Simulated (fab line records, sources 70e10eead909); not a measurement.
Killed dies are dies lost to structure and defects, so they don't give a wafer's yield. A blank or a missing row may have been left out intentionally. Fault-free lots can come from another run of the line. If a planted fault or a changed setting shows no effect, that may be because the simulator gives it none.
fab line records + flow nandHarc
record
- lots=5
- wafers=15
- lastDay=34
route steps=1302 shown THIN_TSV@1256
lots untouched by any fault: they come from a run of this same line in which no faults occurred
startH: hours from the record's first day to the start of the lot's first wafer shown + waitH: hours since the lot's step before + " repeats the value in the row above + L1.1+2: a row that stands for several wafers + - value missing, or start not given + * or withheld: withheld + < > ~ a bound
route shown NAME@n: names a module that has steps shown in the file, with the first one's number in the route + usual: mean/standard deviation taken from wafers without a fault + same: alike in all rows + chamber/n: place in a boat + sites: the reading at each site + _std_site: how widely they spread, as a standard deviation + _edge_site: the outer-site mean with the inner-site mean subtracted + radiusMm: how far each site lies from the wafer's centre + mask NAME#n: copy n + behind: tool/chamber where the wafer was last shaped + hold: reason for holding the lot/hours on hold/outcome of the hold + device: the transistor (n, p or np) that didn't switch + end of line: tests run on the same wafers once the route is complete + a step given without rows: its recipe and nothing more + killed: the dies lost at the first sort to structure and to defects; this is not the yield of the wafer + map: per-die view of a wafer (x killed, . not killed, _ where there is no die)
set.NAME: the setting that was run; set.NAME@STEP: the one run at that earlier step + model.NAME: the simulator's own value behind a step, which no gauge read
a table for each step, a row for each wafer; lots at some steps of the route
services: the hour from which a tool's chamber was out of use, counted from the record's first day as startH (under 0 if before that day), plus the number of hours and why
## steps
# step NHARC_THIN_TSV_EXPOSE_09
# recipe
- na=0.55
- doseMj=30.7
- maskId=TSV
# step NHARC_THIN_TSV_PEB_10
# recipe
- pebTempC=118
- pebTimeS=85
# step NHARC_THIN_TSV_DEVELOP_11
# recipe
- timeS=70
# step NHARC_THIN_TSV_CD_MEAS_12
# recipe
- targetCdNm=1000
- landingEnergyEv=500
# usual
- cdNm=999.2/2.2
| lot.wafer | tool     | chamber | startH | waitH | cdNm   |
|-----------|----------|---------|--------|-------|--------|
| L333.1    | cdSem-02 | 0       | 644.67 | -     | 997.6  |
| L333.3    | "        | 0       | "      | "     | 999.9  |
| L333.4    | "        | 0       | "      | "     | 997.1  |
| L340.1    | cdSem-03 | 0       | 719.02 | -     | 1000.1 |
| L340.3    | "        | 0       | "      | "     | 1001.2 |
| L340.6    | "        | 0       | "      | "     | 997.3  |
| L343.2    | cdSem-02 | 0       | 732.68 | -     | 1000.7 |
| L343.5    | "        | 0       | "      | "     | 997.8  |
| L343.6    | "        | 0       | "      | "     | 999.8  |
| L342.1    | cdSem-01 | 0       | 746.70 | -     | 1000.4 |
| L342.2    | "        | 0       | "      | "     | 995.9  |
| L342.6    | "        | 0       | "      | "     | 995.8  |
| L346.1    | cdSem-01 | 0       | 787.55 | -     | 1001.0 |
| L346.3    | "        | 0       | "      | "     | 1002.0 |
| L346.5    | "        | 0       | "      | "     | 1000.0 |
# step NHARC_THIN_TSV_HARDBAKE_13
# recipe
- tempC=125
- timeS=80
# step NHARC_THIN_TSV_DESCUM_14
# recipe
- timeS=3
- o2FlowSccm=200
- arFlowSccm=0
- biasPowerW=0
- chemistry=O2
# usual
- drypumpMotorCurrentA=5.7/0.45
- oesProductAu=1.000/0.011
- rfVppV=57.7/0.99
- showerheadPlenumPTorr=1.90/0.094
- throttleValvePct=11.311/0.009
| lot.wafer | tool       | chamber | startH | waitH | drypumpMotorCurrentA | oesProductAu | rfHoursCounterH | rfVppV | showerheadPlenumPTorr | throttleValvePct |
|-----------|------------|---------|--------|-------|----------------------|--------------|-----------------|--------|-----------------------|------------------|
| L333.3    | rieDiel-08 | 2       | 644.83 | -     | 5.4                  | 1.000        | 3               | 56.2   | 1.92                  | 11.310           |
| L333.4    | "          | 3       | "      | "     | 5.9                  | 1.003        | 3               | 55.0   | 1.79                  | 11.316           |
| L333.1    | "          | 0       | "      | "     | 6.0                  | 1.000        | 4               | 57.3   | 1.78                  | 11.304           |
| L340.1    | rieDiel-01 | 1       | 719.18 | -     | 6.4                  | 0.998        | 6               | 59.9   | 1.96                  | 11.295           |
| L340.3    | "          | 0       | "      | "     | 5.7                  | 1.008        | 6               | 58.3   | 2.00                  | 11.326           |
| L340.6    | "          | 1       | "      | "     | 6.4                  | 0.998        | -               | 58.1   | 1.96                  | 11.308           |
| L343.2    | rieDiel-08 | 1       | 732.86 | -     | 6.1                  | 0.999        | 0               | 57.2   | 1.77                  | 11.301           |
| L343.5    | "          | 2       | "      | "     | 5.4                  | 0.988        | -               | 58.7   | 1.92                  | 11.308           |
| L343.6    | "          | 3       | "      | "     | 5.9                  | 0.978        | -               | 56.7   | 1.79                  | 11.317           |
| L342.2    | rieDiel-08 | 1       | 746.87 | -     | 6.1                  | 0.991        | 1               | 56.5   | 1.77                  | 11.324           |
| L342.1    | "          | 3       | "      | "     | 5.9                  | 0.986        | 1               | 57.6   | 1.78                  | 11.297           |
| L342.6    | "          | 1       | "      | "     | 6.1                  | 0.988        | -               | 56.3   | 1.77                  | 11.313           |
| L346.3    | rieDiel-03 | 2       | 787.71 | -     | 5.2                  | 0.978        | 9               | 57.9   | 2.02                  | 11.315           |
| L346.1    | "          | 3       | "      | "     | 5.4                  | 0.994        | 8               | 57.4   | 1.98                  | 11.298           |
| L346.5    | "          | 3       | "      | "     | 5.4                  | 0.992        | -               | 56.5   | 1.97                  | 11.302           |
# step NHARC_THIN_TSV_ETCH_44
# recipe
- targetDepthA=15942
- timeS=797.1
- cf4FlowSccm=150
- o2FlowSccm=10
- arFlowSccm=0
- rfW=300
- biasW=800
- chemistry=CF4/O2
# usual
- biasW=800.2/2.5
- drypumpMotorCurrentA=5.7/0.46
- oesProductAu=1.000/0.011
- rfVppV=794/5.4
- showerheadPlenumPTorr=1.82/0.084
- throttleValvePct=16.914/0.0095
| lot.wafer | tool       | chamber | startH | waitH | biasW | drypumpMotorCurrentA | oesProductAu | rfHoursCounterH | rfVppV | showerheadPlenumPTorr | throttleValvePct |
|-----------|------------|---------|--------|-------|-------|----------------------|--------------|-----------------|--------|-----------------------|------------------|
| L333.4    | rieDiel-08 | 1       | 644.97 | 0.1   | 801.1 | 6.1                  | 1.008        | 4               | 788    | 1.71                  | 16.919           |
| L333.3    | "          | 2       | "      | "     | 794.8 | 5.4                  | 0.994        | 3               | 795    | 1.84                  | 16.906           |
| L333.1    | "          | 3       | "      | "     | 801.1 | 5.9                  | 1.003        | 3               | 786    | 1.72                  | 16.910           |
| L340.3    | rieDiel-01 | 0       | 719.27 | 0.1   | 795.2 | 5.7                  | 1.008        | 6               | 799    | 1.91                  | 16.901           |
| L340.1    | "          | 2       | "      | "     | 798.7 | 6.6                  | 1.004        | 7               | 794    | 1.81                  | 16.926           |
| L340.6    | "          | 0       | "      | "     | 797.8 | 5.7                  | 1.014        | -               | 798    | 1.91                  | 16.921           |
| L343.2    | rieDiel-08 | 3       | 733.09 | 0.2   | 796.6 | 5.9                  | 0.999        | 0               | 787    | 1.72                  | 16.902           |
| L343.5    | "          | 0       | "      | "     | 799.7 | 6.0                  | 1.013        | -               | 789    | 1.72                  | 16.918           |
| L343.6    | "          | 1       | "      | "     | 799.2 | 6.1                  | 1.005        | -               | 787    | 1.71                  | 16.908           |
| L342.2    | rieDiel-08 | 3       | 747.00 | 0.1   | 803.4 | 5.9                  | 0.987        | 1               | 787    | 1.72                  | 16.908           |
| L342.1    | "          | 0       | "      | "     | 798.3 | 6.0                  | 1.006        | 1               | 788    | 1.72                  | 16.916           |
| L342.6    | "          | 3       | "      | "     | 804.3 | 5.9                  | 0.985        | -               | 788    | 1.72                  | 16.928           |
| L346.3    | rieDiel-03 | 1       | 787.85 | 0.1   | 805.0 | 5.0                  | 0.984        | 9               | 790    | 1.78                  | 16.929           |
| L346.1    | "          | 2       | "      | "     | 800.7 | 5.1                  | 0.978        | 9               | 801    | 1.93                  | 16.904           |
| L346.5    | "          | 0       | "      | "     | 798.8 | 5.9                  | 1.002        | -               | 800    | 1.90                  | 16.904           |
# step NHARC_THIN_TSV_ETCH_15
# recipe
- targetDepthA=30000
- boschTargetOveretchCycles=2
- boschEtchStepS=2.8
- boschDepStepS=1.2
- boschCycles=14
# usual
- drypumpMotorCurrentA=5.7/0.46
# same
- boschEtchStepS=2.8
| lot.wafer | tool     | chamber | startH | waitH | drypumpMotorCurrentA | rfHoursCounterH |
|-----------|----------|---------|--------|-------|----------------------|-----------------|
| L333.1    | rieSi-06 | 3       | 645.49 | -     | 6.2                  | 0.2             |
| L333.4    | "        | 0       | "      | "     | 5.7                  | 0.2             |
| L333.3    | "        | 2       | "      | "     | 5.6                  | 0.2             |
| L340.1    | rieSi-06 | 0       | 719.85 | -     | 5.7                  | 0.6             |
| L340.3    | "        | 1       | "      | "     | 5.8                  | 0.6             |
| L340.6    | "        | 3       | "      | "     | 6.2                  | -               |
| L343.2    | rieSi-03 | 3       | 733.52 | -     | 6.1                  | 1.1             |
| L343.6    | "        | 1       | "      | "     | 6.3                  | -               |
| L343.5    | "        | 2       | "      | "     | 5.9                  | -               |
| L342.2    | rieSi-03 | 2       | 747.54 | -     | 5.9                  | 1.1             |
| L342.1    | "        | 3       | "      | "     | 6.1                  | 1.1             |
| L342.6    | "        | 0       | "      | "     | 4.9                  | -               |
| L346.1    | rieSi-04 | 2       | 788.36 | -     | 6.3                  | 0.6             |
| L346.3    | "        | 3       | "      | "     | 5.3                  | 0.6             |
| L346.5    | "        | 2       | "      | "     | 6.3                  | -               |
# step NHARC_THIN_TSV_CD_MEAS_16
# usual
- cdNm=999.4/2.3
| lot.wafer | tool     | chamber | startH | waitH | cdNm   |
|-----------|----------|---------|--------|-------|--------|
| L333.1    | cdSem-02 | -       | 645.63 | 0.1   | 999.0  |
| L333.3    | "        | -       | "      | "     | 1000.1 |
| L333.4    | "        | -       | "      | "     | 997.2  |
| L340.1    | cdSem-01 | -       | 719.98 | 0.1   | 1002.6 |
| L340.3    | "        | -       | "      | "     | 1000.5 |
| L340.6    | "        | -       | "      | "     | 998.8  |
| L343.2    | cdSem-02 | -       | 733.64 | 0.1   | 999.8  |
| L343.5    | "        | -       | "      | "     | 999.5  |
| L343.6    | "        | -       | "      | "     | 1001.4 |
| L342.1    | cdSem-03 | -       | 747.66 | 0.1   | 1001.6 |
| L342.2    | "        | -       | "      | "     | 995.9  |
| L342.6    | "        | -       | "      | "     | 994.8  |
| L346.1    | cdSem-03 | -       | 788.51 | 0.1   | 999.6  |
| L346.3    | "        | -       | "      | "     | 1002.0 |
| L346.5    | "        | -       | "      | "     | 998.7  |
# step NHARC_THIN_TSV_STRIP_45
# recipe
- powerW=1500
- tempC=250
- chemistry=O2
# usual
- drypumpMotorCurrentA=5.7/0.37
- heaterPowerW=336/41
- rfReflPowerW=22/4.2
| lot.wafer | tool           | chamber | startH | waitH | drypumpMotorCurrentA | heaterPowerW | rfHoursCounterH | rfReflPowerW |
|-----------|----------------|---------|--------|-------|----------------------|--------------|-----------------|--------------|
| L333.1    | plasmaAsher-01 | 1       | 645.75 | 0.1   | 6.1                  | 352          | 21              | -            |
| L333.3    | "              | 0       | "      | "     | 5.4                  | 396          | -               | -            |
| L333.4    | "              | 1       | "      | "     | 6.1                  | 347          | -               | -            |
| L340.1    | plasmaAsher-01 | 1       | 720.10 | 0.1   | 6.1                  | 333          | 3               | 30           |
| L340.3    | "              | 1       | "      | "     | 6.1                  | 331          | -               | 31           |
| L340.6    | "              | 1       | "      | "     | 6.1                  | 327          | -               | 30           |
| L343.2    | plasmaAsher-02 | 0       | 733.72 | 0.1   | 5.9                  | 329          | 27              | 18           |
| L343.6    | "              | 0       | "      | "     | 6.0                  | 327          | -               | 18           |
| L343.5    | "              | 1       | "      | "     | 5.3                  | 288          | -               | 19           |
| L342.2    | plasmaAsher-01 | 0       | 747.73 | 0.1   | 5.4                  | 372          | 10              | 25           |
| L342.1    | "              | 1       | "      | "     | 6.1                  | 329          | 10              | 27           |
| L342.6    | "              | 0       | "      | "     | 5.3                  | 367          | -               | 23           |
| L346.1    | plasmaAsher-01 | 0       | 788.58 | 0.1   | 5.3                  | 367          | 18              | 24           |
| L346.3    | "              | 0       | "      | "     | 5.3                  | 382          | -               | 23           |
| L346.5    | "              | 1       | "      | "     | 6.1                  | 338          | -               | 27           |
# step NHARC_THIN_TSV_STRIP_46
# recipe
- timeS=1200
- tempC=72.5
- chemistry=postEtchResidueRemover
# step NHARC_THIN_TSV_DEP_47
# recipe
- targetThkA=2000
- tempC=withheld
- pressureTorr=6.5
- rfW=900
- teosFlowSccm=161.4
- flowSccm=2650
- targetThkNm=200
- gas=O2
- material=SiO2
# step NHARC_THIN_TSV_ETCHBACK_48
# recipe
- targetDepthA=10285
- overEtchFrac=0.3
- timeS=405.17
- ionEnergyEv=250
- c4f8FlowSccm=withheld
- arFlowSccm=withheld
- rfW=600
- biasW=300
- chemistry=C4F8/Ar
# usual
- biasW=300.0/0.89
- oesProductAu=0.96/0.036
- rfVppV=546/3.7
- runLengthS=426.5/0.41
| lot.wafer | tool       | chamber | startH | waitH | biasW | oesProductAu | rfHoursCounterH | rfVppV | runLengthS |
|-----------|------------|---------|--------|-------|-------|--------------|-----------------|--------|------------|
| L333.3    | rieDiel-03 | 2       | 646.90 | -     | 300.0 | 0.98         | 0               | 552    | 426.8      |
| L333.4    | "          | 0       | "      | "     | -     | 1.00         | 0               | 550    | 170.9      |
| L333.1    | "          | 1       | "      | "     | 300.2 | 0.98         | 0               | 545    | 426.7      |
| L340.3    | rieDiel-08 | 0       | 721.33 | -     | 299.5 | 0.94         | 8               | 541    | 426.3      |
| L340.1    | "          | 1       | "      | "     | 299.1 | 0.94         | 8               | 541    | 427.1      |
| L340.6    | "          | 2       | "      | "     | 300.7 | 0.92         | -               | 547    | 426.6      |
| L343.2    | rieDiel-08 | 3       | 735.00 | -     | 299.8 | 0.94         | 0               | 542    | 426.6      |
| L343.5    | "          | 3       | "      | "     | 300.7 | 0.95         | -               | 542    | 426.7      |
| L343.6    | "          | 0       | "      | "     | 299.9 | 0.98         | -               | 541    | 425.9      |
| L342.2    | rieDiel-03 | 2       | 748.97 | -     | 300.1 | 0.98         | 7               | 552    | 426.3      |
| L342.1    | "          | 3       | "      | "     | 300.6 | 0.99         | 7               | 549    | 425.8      |
| L342.6    | "          | 2       | "      | "     | 300.2 | 0.99         | -               | 552    | 426.0      |
| L346.3    | rieDiel-08 | 3       | 789.81 | -     | 300.9 | 1.00         | 3               | 542    | 426.9      |
| L346.1    | "          | 1       | "      | "     | 301.8 | 1.00         | 3               | 541    | 426.7      |
| L346.5    | "          | 3       | "      | "     | 299.5 | 0.99         | -               | 542    | 426.5      |
# step NHARC_THIN_TSV_STRIP_62
# recipe
- powerW=1500
- tempC=250
- timeS=20
- chemistry=N2/H2
# usual
- drypumpMotorCurrentA=5.7/0.37
- heaterPowerW=327/40
- rfReflPowerW=21/3.9
| lot.wafer | tool           | chamber | startH | waitH | drypumpMotorCurrentA | heaterPowerW | rfHoursCounterH | rfReflPowerW |
|-----------|----------------|---------|--------|-------|----------------------|--------------|-----------------|--------------|
| L333.1    | plasmaAsher-02 | 1       | 647.28 | -     | 5.2                  | 283          | 9               | -            |
| L333.3    | "              | 0       | "      | "     | 6.0                  | 327          | -               | -            |
| L333.4    | "              | 1       | "      | "     | 5.2                  | 279          | -               | -            |
| L340.1    | plasmaAsher-01 | 0       | 721.64 | -     | 5.3                  | 367          | 3               | -            |
| L340.3    | "              | 0       | "      | "     | 5.3                  | 365          | -               | -            |
| L340.6    | "              | 0       | "      | "     | 5.3                  | 367          | -               | -            |
| L343.2    | plasmaAsher-02 | 0       | 735.38 | -     | 6.0                  | 320          | 27              | 18           |
| L343.5    | "              | 1       | "      | "     | 5.3                  | 276          | -               | 18           |
| L343.6    | "              | 0       | "      | "     | 6.0                  | 319          | -               | 18           |
| L342.2    | plasmaAsher-02 | 0       | 749.54 | -     | 5.9                  | 323          | 30              | -            |
| L342.1    | "              | 1       | "      | "     | 5.2                  | 284          | 30              | -            |
| L342.6    | "              | 0       | "      | "     | 6.0                  | 324          | -               | -            |
| L346.1    | plasmaAsher-01 | 1       | 790.13 | -     | 6.1                  | 324          | 18              | -            |
| L346.3    | "              | 1       | "      | "     | 6.1                  | 329          | -               | -            |
| L346.5    | "              | 0       | "      | "     | 5.3                  | 369          | -               | -            |
## services
| tool           | chamber | startH | hours | kind   |
|----------------|---------|--------|-------|--------|
| rieSi-04       | 0       | 622.79 | 5.1   | repair |
| rieSi-04       | 3       | 626.97 | 1.3   | repair |
| rieDiel-08     | 0       | 627.36 | -     | clean  |
| rieDiel-08     | 1       | 627.36 | -     | clean  |
| rieDiel-08     | 2       | 627.36 | -     | clean  |
| rieDiel-01     | 2       | 632.60 | 1.3   | repair |
| rieDiel-03     | -       | 635.94 | 9.0   | pm     |
| rieDiel-08     | 3       | 655.28 | 11.9  | repair |
| rieSi-04       | -       | 696.00 | 9.0   | pm     |
| plasmaAsher-01 | -       | 696.19 | 9.0   | pm     |
| rieDiel-03     | 0       | 706.02 | 5.1   | repair |
| rieSi-03       | 1       | 709.26 | 3.9   | repair |
| rieSi-04       | -       | 709.36 | 2.0   | repair |
| plasmaAsher-01 | -       | 709.52 | 1.9   | repair |
| rieDiel-08     | -       | 721.86 | 9.0   | pm     |
| rieDiel-03     | 2       | 732.39 | 3.3   | repair |
| rieDiel-01     | -       | 734.80 | 9.0   | pm     |
| rieDiel-08     | 1       | 736.37 | 3.0   | repair |
| rieSi-03       | -       | 752.05 | 9.0   | pm     |
| plasmaAsher-02 | -       | 752.80 | 1.0   | repair |
| rieDiel-03     | 0       | 754.69 | 3.1   | repair |
| plasmaAsher-01 | -       | 761.68 | 9.0   | repair |
| rieSi-06       | -       | 780.00 | 9.0   | pm     |
| plasmaAsher-02 | -       | 780.24 | 9.0   | pm     |
## key
firstSign
- step=NHARC_THIN_TSV_ETCHBACK_48
- reading=runLengthS
- direction=down
- sigmas=99+
- usual=*
- struck=*
effect none on later readings
metAt NHARC_THIN_TSV_ETCHBACK_48
struckWafers L333.4
laterRowsLeftOut L333.4
sortLeftOut L333.4
fault
- kind=processParameterDrift
- tool=rieDiel-03
- chamber=0
- onsetH=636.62
- steps=NHARC_THIN_TSV_ETCHBACK_48
- channel=timeS
- offset=*
- shape=step
- endH=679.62
- actsIn=*
- stated=*
# sortLeftOut: the simulated sort isn't trusted on such a fault, so these wafers' sort isn't shown, and their yield isn't known
# laterRowsLeftOut: the simulator's readings of these wafers behind a module that went badly wrong aren't trusted and aren't shown, but for the sort
